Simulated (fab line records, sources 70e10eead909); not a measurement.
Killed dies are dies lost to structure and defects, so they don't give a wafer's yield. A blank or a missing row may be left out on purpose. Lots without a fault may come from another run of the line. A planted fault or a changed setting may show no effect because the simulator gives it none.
One fault seen from 3 desks | flow nand_harc | each desk has only its own numbers; what lay behind them comes last

THE METROLOGY DESK
What the gauges read, lot by lot, whatever tool the lot ran on: means of the sampled wafers that have a number. A lot is out of limits, marked OUT, if its mean lies more than 4 standard deviations from the usual mean; the brackets give that distance.
Columns: A = thk_nm at NHARC_A_DECK1_JOINT_THK_MEAS_14, usual 51.3 nm; B = thk_nm at NHARC_A_ONON_D2_THK_MEAS_34, usual 200.0 nm
lot  | first seen here | A    | B
L458 | day 11 11:27    | 51.7 | 201.7
L460 | day 12 11:37    | 50.1 | 198.7
L461 | day 12 18:34    | 51.8 | 198.0
L464 | day 14 04:59    | 50.3 | 200.0
L466 | day 15 11:44    | 50.9 | 188.6 (-4.2) OUT
L469 | day 16 02:09    | 50.5 | 188.8 (-4.1) OUT
L474 | day 18 14:44    | 50.6 | 201.2
L475 | day 18 14:44    | 50.4 | 202.2
L476 | day 18 22:05    | 51.3 | 200.7
L477 | day 20 01:42    | 51.7 | 202.3
L479 | day 20 19:04    | 50.5 | 197.0
L480 | day 21 01:01    | 51.3 | 201.3
This desk's finding: out of limits on L466, L469; first on L466, day 17 01:13 (thk_nm at NHARC_A_ONON_D2_THK_MEAS_34). In limits: L458, L460, L461, L464, L474, L475, L476, L477, L479, L480.

THE TOOL OWNER'S DESK: pecvd-03
The tool's own readings at NHARC_A_ONON_D2_DEP_33 (deposits SiO2, target thk 200 nm): means of the sampled wafers that have a number, for each lot that ran on this tool. A lot is out of limits, marked OUT, if its mean lies more than 4 standard deviations from the usual mean; the brackets give that distance.
Columns: A = heater_power_w at NHARC_A_ONON_D2_DEP_33, usual 523 W; B = mfc_precursor_sccm at NHARC_A_ONON_D2_DEP_33, usual 161.5 sccm; C = rf_fwd_power_W at NHARC_A_ONON_D2_DEP_33, usual 897.3 W; D = throttle_valve_pct at NHARC_A_ONON_D2_DEP_33, usual 16.0 %
lot  | first seen here | A   | B               | C     | D
L458 | day 13 01:25    | 587 | 161.1           | 897.2 | 16.3
L464 | day 15 16:52    | 491 | 161.4           | 896.4 | 16.4
L466 | day 17 00:47    | 514 | 151.5 (-20) OUT | 897.9 | 16.1
L469 | day 17 22:23    | 558 | 152.0 (-19) OUT | 897.6 | 16.1
L474 | day 20 06:29    | 569 | 161.2           | 897.2 | 16.2
L477 | day 21 16:53    | 599 | 161.8           | 895.9 | 16.3
L480 | day 22 15:29    | 500 | 160.9           | 897.2 | 16.3
This desk's finding: out of limits on L466, L469; first on L466, day 17 00:47 (mfc_precursor_sccm at NHARC_A_ONON_D2_DEP_33). In limits: L458, L464, L474, L477, L480.

THE DEFECT DESK
What the inspections along the route counted, lot by lot: means of the sampled wafers that have a number. A lot is out of limits, marked OUT, if its mean lies more than 4 standard deviations from the usual mean; the brackets give that distance.
Columns: A = raw_defect_count at NHARC_A_ONON_D2_INSPECT_32, usual 400
lot  | first seen here | A
L458 | day 13 01:48    | 358
L460 | day 14 02:32    | 402
L461 | day 14 06:41    | 676
L464 | day 15 17:22    | 290
L466 | day 17 01:16    | 460
L469 | day 17 22:50    | 344
L474 | day 20 06:55    | 420
L475 | day 20 07:04    | 369
L476 | day 20 07:22    | 349
L477 | day 21 17:16    | 353
L479 | day 22 15:59    | 397
L480 | day 22 15:59    | 483
This desk's finding: nothing out of limits on any of the 12 lots.

PUT TOGETHER
The tool owner's desk could have raised an alarm at day 17 00:47, on L466, L469.
The metrology desk could have raised an alarm at day 17 01:13, on L466, L469.
The defect desk saw nothing out of limits.
The defect desk has L466, L469 on record, within its limits.
Of the lots named, all ran NHARC_A_ONON_D2_DEP_33 on pecvd-03.

WHAT THE SIMULATOR HAD PUT IN
Process parameter drift: pecvd-03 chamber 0, from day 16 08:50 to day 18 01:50, at NHARC_A_ONON_D2_DEP_33. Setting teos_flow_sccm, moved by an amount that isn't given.
Lots struck among those shown: L466, L469.
Hours from the fault's start to each desk's first reading out of limits: the tool owner's desk, 16; the metrology desk, 16.
